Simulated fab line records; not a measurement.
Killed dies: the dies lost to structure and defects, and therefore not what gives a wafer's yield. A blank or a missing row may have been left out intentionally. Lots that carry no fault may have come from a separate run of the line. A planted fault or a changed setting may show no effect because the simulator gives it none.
Matching of chambers :: flow nand harc :: cmp-01 running NHARC_P_CONTACT_CMP_01: 4 sister chambers
The step polishes SiO2, target thk 200 nm. 8 wafers are shown with their chamber, then 12 later ones without.

WAFERS PAIRED WITH THEIR CHAMBERS
wafer: L087.2
chamber: 1
motor current A (A): 12.5

wafer: L090.6
chamber: 3
motor current A (A): 12.2

wafer: L090.2
chamber: 1
motor current A (A): 11.4

wafer: L090.3
chamber: 2
motor current A (A): 12.3

wafer: L090.4
chamber: 0
motor current A (A): 11.1

wafer: L089.1
chamber: 2
motor current A (A): 12.3

wafer: L089.2
chamber: 0
motor current A (A): 12.0

wafer: L089.3
chamber: 3
motor current A (A): 12.2

WAFERS WITH NO CHAMBER GIVEN
wafer: L089.4
motor current A (A): 11.0

wafer: L089.5
motor current A (A): 11.4

wafer: L089.6
motor current A (A): 12.9

wafer: L093.3
motor current A (A): 12.6

wafer: L093.5
motor current A (A): 11.9

wafer: L093.6
motor current A (A): 12.8

wafer: L095.1
motor current A (A): 11.4

wafer: L095.2
motor current A (A): 12.8

wafer: L095.5
motor current A (A): 11.6

wafer: L097.1
motor current A (A): 11.9

wafer: L097.2
motor current A (A): 12.8

wafer: L097.4
motor current A (A): 12.0

WHICH CHAMBER EACH WENT THROUGH
wafer: L089.4
from the rows above: can't be placed: 0 or 1 or 3 or 2
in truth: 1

wafer: L089.5
from the rows above: can't be placed: 0 or 1 or 3 or 2
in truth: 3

wafer: L089.6
from the rows above: can't be placed: 2 or 3 or 1 or 0
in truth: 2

wafer: L093.3
from the rows above: can't be placed: 2 or 3 or 1 or 0
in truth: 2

wafer: L093.5
from the rows above: can't be placed: 1 or 3 or 0 or 2
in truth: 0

wafer: L093.6
from the rows above: can't be placed: 2 or 3 or 1 or 0
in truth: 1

wafer: L095.1
from the rows above: can't be placed: 0 or 1 or 3 or 2
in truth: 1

wafer: L095.2
from the rows above: can't be placed: 2 or 3 or 1 or 0
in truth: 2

wafer: L095.5
from the rows above: can't be placed: 0 or 1 or 3 or 2
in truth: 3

wafer: L097.1
from the rows above: can't be placed: 1 or 3 or 0 or 2
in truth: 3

wafer: L097.2
from the rows above: can't be placed: 2 or 3 or 1 or 0
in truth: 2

wafer: L097.4
from the rows above: can't be placed: 1 or 3 or 2 or 0
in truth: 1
Correct placement for 0 of the 12. Can't be placed from these rows: 12 (the true chamber is among the candidates in 12). Wrongly placed: 0.
How it was worked out, from the rows above alone: a wafer's distance from a chamber is the root of the sum, over the readings, of the square of ((its reading less the chamber's mean) divided by the reading's scatter). If the next closest chamber is less than 2 further off than the closest, the wafer can't be placed; otherwise it belongs to the closest. A chamber's mean is the mean of its shown wafers. How the scatter is found: for the shown wafers, subtract from each reading the mean of its chamber, square and add these, divide the total by (wafers less chambers), then take the root.
